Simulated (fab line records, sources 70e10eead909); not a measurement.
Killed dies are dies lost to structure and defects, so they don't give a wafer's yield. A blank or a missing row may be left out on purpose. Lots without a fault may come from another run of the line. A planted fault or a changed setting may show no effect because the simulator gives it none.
A struck lot beside a sound one | flow nand_harc | 15 steps out of a route of 1159
Sound: wafers L612.3, L612.5, L612.6. Struck: wafers L623.1, L623.3, L623.4. The cause comes at the end.
At each step with rows: each side's tool, then ch and its chambers, then its first start. Under that, the readings that differ: sound wafers | struck wafers | difference of the means | sigmas: that difference in standard deviations of wafers without a fault.
alike: readings whose means differ by less than 2 such deviations, and words and numbers that are the same on both sides. not compared: withheld readings, readings that some wafer has no value for, bounds like >300 that may hide the same value, and numbers for which the record gives no deviation and whose values overlap.
The two part at a step that has a row with sigmas, a row that says differs or no value, or rows on one side only. Numbers that don't overlap but have no deviation are shown without sigmas and don't part them. A reading that every wafer of one side lacks parts them only if that side has two wafers or more.

NHARC_A_CHANNEL_FILL_D1_ALD_16: deposits SiO2, target thk 1.5 nm, pulse time 10 s, ald cycles 15.
  sound on ald_hk-04 ch 2,3, day 11 01:23; struck on ald_hk-02 ch 1,2,3, day 13 19:01
  alike: heater_power_w, precursor_pulse_height_rel
then, 2 steps without rows for these wafers: NHARC_A_CHANNEL_FILL_D1_ANNEAL_17 (time 1800 s); NHARC_A_CHANNEL_FILL_D1_CVD_18 (deposits poly-Si, target thk 3 nm).
NHARC_A_CHANNEL_FILL_D1_ETCHBACK_19: etches the open film in HBr/Cl2, target depth 5 nm, time 1.7 s.
  sound on rie_si-03 ch 0,1, day 11 13:20; struck on rie_si-01 ch 0,1,3, day 14 06:36
  alike: bias_w, chamber_pressure_mTorr, drypump_motor_current_A, oes_product_au, throttle_valve_pct
  not compared: rf_hours_counter_h
NHARC_A_CHANNEL_FILL_D1_ETCHBACK_20: etches the open film in C4F8/O2/Ar, target depth 27 nm, time 13.5 s.
  sound on rie_diel-06 ch 0,1, day 11 13:29; struck on rie_diel-03 ch 1,2,3, day 14 06:44
  reading               | sound             | struck            | difference | sigmas
  oes_product_au (a.u.) | 0.987 0.990 0.985 | 0.928 0.918 0.928 | -0.063     | -2
  alike: bias_w, chamber_pressure_mTorr, rf_vpp_V
  not compared: rf_hours_counter_h
NHARC_A_CHANNEL_FILL_D1_STRIP_28: strips in O2, time 20 s.
  sound on rie_diel-06 ch 0,2,3, day 11 13:34; struck on rie_diel-03 ch 1,2,3, day 14 06:49
  alike: drypump_motor_current_A, oes_product_au, rf_vpp_V, showerhead_plenum_p_Torr, throttle_valve_pct
  not compared: rf_hours_counter_h
then, 4 steps without rows for these wafers: NHARC_A_CHANNEL_FILL_D1_PRECLEAN_21 (cleans in dHF, time 30 s); NHARC_A_CHANNEL_FILL_D1_SRD_23; NHARC_A_CHANNEL_FILL_D1_CVD_05 (deposits poly-Si, target thk 5 nm); NHARC_A_CHANNEL_FILL_D1_ANNEAL_22 (time 7200 s).
NHARC_A_CHANNEL_FILL_D1_THK_MEAS_06: measures by ellipsometry.
  sound on film_metro-01, day 12 01:15; struck on film_metro-01, day 14 18:29
  alike: thk_nm
then, 1 step without rows for these wafers: NHARC_A_CHANNEL_FILL_D1_ALD_25 (deposits SiOx, target thk 60 nm, pulse time 10 s, ald cycles 600).
NHARC_A_CHANNEL_FILL_D1_ETCHBACK_08: etches the open film in C4F8, target depth 220 nm, time 110 s.
  sound on rie_diel-03 ch 0,3, day 12 06:52; struck on rie_diel-06 ch 1,2,3, day 15 01:13
  no value came back on the struck wafers for chamber_pressure_mTorr (mTorr), oes_product_au (a.u.), rf_vpp_V (V); on the sound wafers chamber_pressure_mTorr (mTorr) reads 25.043 25.003 24.968
  not compared: rf_hours_counter_h
NHARC_A_CHANNEL_FILL_D1_STRIP_29: strips in O2, time 20 s.
  sound on rie_diel-03 ch 0,3; struck on rie_diel-06 ch 0,1,3, day 15 01:23
  alike: drypump_motor_current_A, oes_product_au, rf_vpp_V, showerhead_plenum_p_Torr, throttle_valve_pct
  not compared: rf_hours_counter_h
-- the record jumps here: 9 days lie between the struck wafers' starts before and after (it left off in module A_CHANNEL_FILL_D1 and takes up again in module END, whose first step shown is number 1159 of the route) --
NHARC_END_SORT_01:
  the record has rows for the struck wafers here (prober-01 ch 0, day 24 09:15) and none for the sound ones

WHERE THEY PART
First at NHARC_A_CHANNEL_FILL_D1_ETCHBACK_20; last, within this record, at NHARC_END_SORT_01.

WHY: what the simulator had put in
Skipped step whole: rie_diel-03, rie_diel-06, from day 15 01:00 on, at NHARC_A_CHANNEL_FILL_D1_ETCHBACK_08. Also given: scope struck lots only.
